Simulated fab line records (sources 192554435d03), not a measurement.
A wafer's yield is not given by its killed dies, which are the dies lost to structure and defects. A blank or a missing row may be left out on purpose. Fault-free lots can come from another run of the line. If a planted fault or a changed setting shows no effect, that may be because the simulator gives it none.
fab line records | flow n5-finfet | part 2 of 2: steps 10 to 10 of 10
[record] lots = 6 wafers = 18 last-day = 17
route steps=1938 shown BEOL_M4@1111 BEOL_M10@1507 BEOL_M15@1830 PASSIVATION@1936
lots that met no fault: taken from a fault-free run of the same line
start-h: hours from the record's opening day to when the first of the lot's shown wafers began | wait-h: hours from the lot's prior step to this one | " the same as in the row above | L1.1+2: several wafers, shown together as one row | - no value, or no start given | * or withheld: withheld | < > ~ a bound
route shown NAME@n: NAME is a module with steps in the file, n the number in the route of the first one | usual: mean and standard deviation over wafers with no fault | same: alike in all rows | chamber/n: place in a boat | sites: per-site readings | _std_site: their standard deviation | _edge_site: inner sites' mean taken away from outer sites' mean | radius-mm: how far each site lies from the wafer's centre | mask NAME#n: copy n | behind: the tool/chamber that last shaped the wafer | hold: reason for holding the lot/hours on hold/outcome of the hold | device: the n, p or np transistor that did not switch | end of line: the tests these same wafers got at the end of their route | a step with no rows: only its recipe | killed: the dies lost at the first sort to structure and to defects; this is not the yield of the wafer | map: a wafer's dies, marking killed ones x, the rest . and places with no die _
set.NAME: the setting as run; set.NAME@STEP: as run at that earlier step | model.NAME: the simulator's own value behind a step, which no gauge read
steps of the route over a sample of lots; a table a step, a row a wafer
services: from which hour (start-h, from the record's first day; less than 0 if before it) a tool's chamber was out of use, for how many hours, and why
[[steps]]
[step N5_PASSIVATION_PROBE_49]
[usual] defect-limited-yield = 91.4/1.2 killed_at_M0_to_M3 = 35/11 killed_at_M4_up = 14/6 killed-at-contacts = 12/6.7 killed-at-front-end = 37/9.7 killed-at-other = 3.5/2.5 killed-dies = 102/15 killed-open = 67/12 killed-short = 33/7.3 sort_bin_5_function = 5.1/0.81 sort_bin_6_memory = 3.2/0.65 sort_bin_8_speed = 0.00/0.021 sort-n-pass = 1078/15
[same] gross-dies = 1180 killed-at-back-side = 0 sort_bin_4_leakage[%] = 0
// columns lot.wafer tool chamber start-h wait-h defect-limited-yield[%] killed_at_M0_to_M3 killed_at_M4_up killed-at-contacts killed-at-front-end killed-at-other killed-dies killed-open killed-short sort_bin_5_function[%] sort_bin_6_memory[%] sort_bin_8_speed[%] sort-n-pass
L961.2 prober-02 - 343.94 0.1 91.7 25 36 11 25 1 98 68 26 4.2 3.8 0 1082
L961.3 prober-02 - 343.99 0.1 93.8 21 21 8 20 3 73 46 23 3.8 1.8 0 1107
L961.4 prober-02 - 344.04 0.2 91.2 53 13 16 19 3 104 66 36 5.2 3.3 0 1076
L964.3 prober-01 - 353.66 0.1 93.7 9 14 3 44 4 74 52 22 3.4 2.6 0 1106
L964.4 prober-01 - 353.71 0.2 91.6 32 15 13 35 4 99 65 31 5.3 3.1 0 1081
L964.5 prober-01 - 353.76 0.2 92.7 27 11 10 37 1 86 49 36 4.2 2.9 0 1094
L967.2 prober-01 - 354.99 0.1 90.8 34 18 5 47 5 109 77 32 5.5 3.7 0 1071
L967.4 prober-01 - 355.09 0.2 91.7 32 11 14 39 2 98 73 24 5.1 3.0 0 1082
L967.6 prober-01 - 355.19 0.3 91.9 33 22 4 36 1 96 63 31 4.6 3.1 0 1084
L962.1 prober-01 - 356.70 0.0 90.8 19 10 14 60 6 109 58 48 5.5 3.6 0 1071
L962.4 prober-01 - 356.85 0.2 92.4 30 11 19 25 5 90 58 32 4.3 3.1 0 1090
L962.5 prober-01 - 356.90 0.2 92.3 23 9 13 39 7 91 62 29 4.4 3.0 0 1089
L969.1 prober-01 - 372.77 0.0 93.1 16 15 2 46 2 81 50 27 4.0 2.3 0.25 1099
L969.4 prober-01 - 372.92 0.2 90.9 36 21 15 35 0 107 70 33 5.8 2.6 0.34 1073
L969.6 prober-01 - 373.02 0.3 92.0 36 18 12 24 4 94 57 34 4.4 2.9 0.17 1086
L972.1 prober-01 - 396.86 0.0 91.0 39 24 10 30 3 106 63 38 5.3 3.1 0.34 1074
L972.3 prober-01 - 396.96 0.1 90.3 31 25 18 35 5 114 70 37 5.7 3.1 0.42 1066
L972.6 prober-01 - 397.11 0.3 88.6 52 15 13 49 6 135 91 42 5.6 5.1 0.08 1045
// killed by level:class
L961.2 BEOL_M4:geometric-particle:open=18 MOL_CONTACT_COAG:geometric-particle:open=10 STI_FIN_REVEAL:geometric-particle:open=9 BEOL_M0_SAQP:geometric-particle:short=6 BEOL_M0_SAQP:geometric-particle:open=6 BEOL_M4:geometric-particle:short=6 BEOL_M2:geometric-particle:open=5 BEOL_M3:geometric-particle:open=5
L961.3 BEOL_M4:geometric-particle:open=10 BEOL_M0_SAQP:geometric-particle:short=6 BEOL_M0_SAQP:geometric-particle:open=6 STI_FIN_REVEAL:geometric-particle:open=5 MOL_CONTACT_COAG:geometric-particle:short=4 MOL_CONTACT_COAG:geometric-particle:open=4 STI_FIN_REVEAL:geometric-particle:short=3 BEOL_M2:geometric-particle:open=3
L961.4 BEOL_M0_SAQP:geometric-particle:short=16 MOL_CONTACT_COAG:geometric-particle:open=12 BEOL_M2:geometric-particle:open=12 BEOL_M0_SAQP:geometric-particle:open=11 BEOL_M4:geometric-particle:open=6 DUMMY_GATE:geometric-particle:open=5 BEOL_M1:geometric-particle:open=5 MOL_CONTACT_COAG:geometric-particle:short=4
L964.3 FIN_SAQP:geometric-particle:open=14 STI_FIN_REVEAL:geometric-particle:open=7 BEOL_M4:geometric-particle:open=7 FIN_SAQP:geometric-particle:short=6 STARTING-WAFER:geometric-particle:open=4 ILD0:geometric-particle:open=3 BEOL_M0_SAQP:geometric-particle:open=3 ILD0:geometric-particle:short=2
L964.4 FIN_SAQP:geometric-particle:open=14 BEOL_M3:geometric-particle:open=11 MOL_CONTACT_COAG:geometric-particle:open=9 BEOL_M2:geometric-particle:open=6 GATE_CUT:geometric-particle:short=5 BEOL_M0_SAQP:geometric-particle:short=5 BEOL_M4:geometric-particle:open=5 MOL_CONTACT_COAG:geometric-particle:short=4
L964.5 FIN_SAQP:geometric-particle:short=9 MOL_CONTACT_COAG:geometric-particle:open=9 BEOL_M0_SAQP:geometric-particle:short=8 GATE_CUT:geometric-particle:short=7 BEOL_M2:geometric-particle:open=6 FIN_SAQP:geometric-particle:open=5 STI_FIN_REVEAL:geometric-particle:open=5 ILD0:geometric-particle:short=3
L967.2 FIN_SAQP:geometric-particle:open=15 BEOL_M4:geometric-particle:open=12 STI_FIN_REVEAL:geometric-particle:open=11 FIN_SAQP:geometric-particle:short=8 BEOL_M3:geometric-particle:open=8 BEOL_M0_SAQP:geometric-particle:short=7 GATE_CUT:geometric-particle:short=5 MOL_CONTACT_COAG:geometric-particle:open=5
L967.4 MOL_CONTACT_COAG:geometric-particle:open=13 BEOL_M3:geometric-particle:open=11 DUMMY_GATE:geometric-particle:open=7 BEOL_M0_SAQP:geometric-particle:open=7 STARTING-WAFER:geometric-particle:open=7 BEOL_M4:geometric-particle:open=5 FIN_SAQP:geometric-particle:open=4 GATE_CUT:geometric-particle:short=4
L967.6 BEOL_M4:geometric-particle:open=14 BEOL_M0_SAQP:geometric-particle:open=13 BEOL_M0_SAQP:geometric-particle:short=12 STI_FIN_REVEAL:geometric-particle:open=8 FIN_SAQP:geometric-particle:open=5 GATE_CUT:geometric-particle:short=5 FIN_SAQP:geometric-particle:short=4 MOL_CONTACT_COAG:geometric-particle:open=4
L962.1 FIN_SAQP:geometric-particle:short=24 FIN_SAQP:geometric-particle:open=14 MOL_CONTACT_COAG:geometric-particle:open=12 GATE_CUT:geometric-particle:short=5 BEOL_M0_SAQP:geometric-particle:open=5 BEOL_M3:geometric-particle:open=4 STI_FIN_REVEAL:geometric-particle:open=3 BEOL_M2:geometric-particle:open=3
L962.4 MOL_CONTACT_COAG:geometric-particle:open=15 STI_FIN_REVEAL:geometric-particle:open=8 BEOL_M2:geometric-particle:open=6 FIN_SAQP:geometric-particle:open=5 BEOL_M0_SAQP:geometric-particle:open=5 FIN_SAQP:geometric-particle:short=4 MOL_CONTACT_COAG:geometric-particle:short=4 BEOL_M1:geometric-particle:short=4
L962.5 MOL_CONTACT_COAG:geometric-particle:open=11 FIN_SAQP:geometric-particle:open=9 FIN_SAQP:geometric-particle:short=8 BEOL_M2:geometric-particle:open=7 STI_FIN_REVEAL:geometric-particle:open=6 BEOL_M1:geometric-particle:open=6 BEOL_M1:geometric-particle:short=4 STARTING-WAFER:geometric-particle:open=4
L969.1 STI_FIN_REVEAL:geometric-particle:open=11 FIN_SAQP:geometric-particle:short=8 FIN_SAQP:geometric-particle:open=5 DUMMY_GATE:geometric-particle:open=5 ILD0:geometric-particle:open=5 BEOL_M1:geometric-particle:open=5 BEOL_M4:geometric-particle:open=4 STI_FIN_REVEAL:geometric-particle:short=3
L969.4 MOL_CONTACT_COAG:geometric-particle:open=14 BEOL_M0_SAQP:geometric-particle:open=13 BEOL_M4:geometric-particle:open=9 FIN_SAQP:geometric-particle:short=7 BEOL_M0_SAQP:geometric-particle:short=6 FIN_SAQP:geometric-particle:open=5 DUMMY_GATE:geometric-particle:open=5 BEOL_M3:geometric-particle:open=4
L969.6 MOL_CONTACT_COAG:geometric-particle:open=10 BEOL_M0_SAQP:geometric-particle:short=10 BEOL_M0_SAQP:geometric-particle:open=6 BEOL_M8:geometric-particle:open=5 STI_FIN_REVEAL:geometric-particle:open=4 BEOL_M0:geometric-particle:open=4 BEOL_M2:geometric-particle:open=4 FIN_SAQP:geometric-particle:short=3
L972.1 BEOL_M0_SAQP:geometric-particle:short=16 BEOL_M4:geometric-particle:open=13 BEOL_M0_SAQP:geometric-particle:open=10 MOL_CONTACT_COAG:geometric-particle:open=9 STI_FIN_REVEAL:geometric-particle:open=5 DUMMY_GATE:geometric-particle:open=5 BEOL_M3:geometric-particle:open=5 GATE_CUT:geometric-particle:short=4
L972.3 MOL_CONTACT_COAG:geometric-particle:open=17 BEOL_M0_SAQP:geometric-particle:short=13 BEOL_M4:geometric-particle:open=12 GATE_CUT:geometric-particle:short=6 BEOL_M0_SAQP:geometric-particle:open=6 STI_FIN_REVEAL:geometric-particle:open=5 DUMMY_GATE:geometric-particle:open=5 BEOL_M10:area-ecd=5
L972.6 BEOL_M0_SAQP:geometric-particle:short=19 BEOL_M0_SAQP:geometric-particle:open=15 MOL_CONTACT_COAG:geometric-particle:open=12 FIN_SAQP:geometric-particle:open=11 DUMMY_GATE:geometric-particle:open=10 GATE_CUT:geometric-particle:short=9 BEOL_M3:geometric-particle:open=9 BEOL_M4:geometric-particle:open=9
[[services]]
// columns tool chamber start-h hours kind
rie-diel-06 3 268.66 - clean
rie-diel-06 3 268.66 - consumable-replace:focus-ring
rie-diel-06 3 268.66 20.6 scheduled-down
rie-diel-06 3 268.66 20.6 vent-cycle
rie-diel-02 1 279.22 - clean
rie-diel-02 1 279.22 - consumable-replace:focus-ring
rie-diel-02 1 279.22 16.4 scheduled-down
rie-diel-02 1 279.22 16.4 vent-cycle
rie-diel-06 2 289.23 - clean
rie-diel-06 2 289.23 - consumable-replace:focus-ring
rie-diel-06 2 289.23 18.8 scheduled-down
rie-diel-06 2 289.23 18.8 vent-cycle
rie-diel-02 - 336.28 0.6 repair
rie-diel-06 1 337.72 - clean
rie-diel-06 1 337.72 - consumable-replace:focus-ring
rie-diel-06 1 337.72 25.3 scheduled-down
rie-diel-06 1 337.72 25.3 vent-cycle
[[key]]
[first-sign] step = N5_BEOL_M10_TRENCH_ETCH_37 reading = time-s direction = down sigmas = 99+ usual = * struck = *
[effect] step = N5_BEOL_M10_TRENCH_ETCH_37 reading = run-length-s direction = down sigmas = 30 usual = * struck = *
[effect] step = N5_BEOL_M10_OCD_MEAS_38 reading = trench-depth-nm direction = down sigmas = 16 usual = 149.6 struck = 103.6
[effect] step = N5_BEOL_M10_THK_MEAS_53 reading = M10_THK direction = down sigmas = 13 usual = 140 struck = 95
[effect] step = N5_BEOL_M10_RS_MEAS_57 reading = M10_RS direction = up sigmas = 22 usual = 0.150 struck = 0.231
[effect] step = N5_BEOL_M15_RC_MEAS_101 reading = SERP_M10 direction = up sigmas = 18 usual = 3.05 struck = 4.71
[effect] step = N5_PASSIVATION_PROBE_49 reading = sort_bin_8_speed direction = up sigmas = 3.1 usual = 0.00 struck = 0.27 wafers-moved = 5
met-at N5_BEOL_M10_TRENCH_ETCH_37
struck-lots L969,L972
not-acting-at N5_BEOL_M10_ETCH_66,N5_BEOL_M10_ETCH_41,N5_BEOL_M10_STRIP_77
onset-between 290.45 307.91
[fault] kind = recipe-version-skew tool = rie-diel-02,rie-diel-03,rie-diel-06 chamber = - onset-h = 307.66 steps = N5_BEOL_M10_TRENCH_ETCH_37 wrong-recipe.time-s = *
